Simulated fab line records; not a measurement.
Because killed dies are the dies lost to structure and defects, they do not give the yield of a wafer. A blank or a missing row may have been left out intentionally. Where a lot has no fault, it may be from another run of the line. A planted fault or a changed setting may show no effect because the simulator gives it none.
Chamber matching	flow n5 finfet	N5_BEOL_M5_STRIP_19 on rie diel-06: 4 sister chambers
The step strips in O2. 14 wafers are shown with their chamber, then 7 later ones without.

## EACH WAFER AND ITS CHAMBER
wafer	chamber	throttle valve pct (%)	showerhead plenum p Torr (Torr)	oes product au (a.u.)
L078.1	3	16.39	2.13	0.87
L078.3	2	16.89	2.16	0.71
L078.6	2	16.88	2.16	0.72
L080.1	0	16.49	2.07	0.96
L080.4	3	16.40	2.13	0.87
L080.5	0	16.51	2.08	0.96
L084.1	3	16.42	2.13	0.85
L084.3	1	16.31	2.07	0.97
L084.6	0	16.52	2.07	0.93
L086.1	1	16.31	2.07	0.95
L086.4	3	16.44	2.12	0.86
L086.5	1	16.32	2.07	0.96
L089.3	2	16.94	2.15	0.69
L089.4	1	16.30	2.07	0.96

SIGNATURES, as means of the wafers listed above
reading	chamber 0	chamber 1	chamber 2	chamber 3	scatter within a chamber
throttle valve pct	16.5067	16.3100	16.9033	16.4125	0.0205
showerhead plenum p Torr	2.0733	2.0700	2.1567	2.1275	0.00456
oes product au	0.9500	0.9600	0.7067	0.8625	0.0124
Rule: for each reading, subtract the chamber's mean from the wafer's reading, divide by that reading's scatter and square the result; add these up over the readings and take the root, which gives the wafer's distance from the chamber. The wafer belongs to the nearest chamber; if the next one is less than 2 further off, it can't be placed. The scatter: the root of (the sum of the squares of (reading less its chamber's mean) over the shown wafers, divided by (wafers less chambers)).

## WAFERS WHOSE CHAMBER IS MISSING
wafer	throttle valve pct (%)	showerhead plenum p Torr (Torr)	oes product au (a.u.)
L089.6	16.55	2.07	0.90
L090.2	16.94	2.15	0.69
L090.4	16.55	2.07	0.91
L090.6	16.53	2.07	0.91
L096.1	16.55	2.06	0.87
L096.2	16.97	2.15	0.68
L096.3	16.33	2.07	0.91

## THE CHAMBER EACH PASSED THROUGH
wafer	from the rows above	in truth
L089.6	0	0
L090.2	2	2
L090.4	0	0
L090.6	0	0
L096.1	0	0
L096.2	2	2
L096.3	1	1
7 of 7 placed correctly. Not placeable from these rows: 0. Wrongly placed: 0.
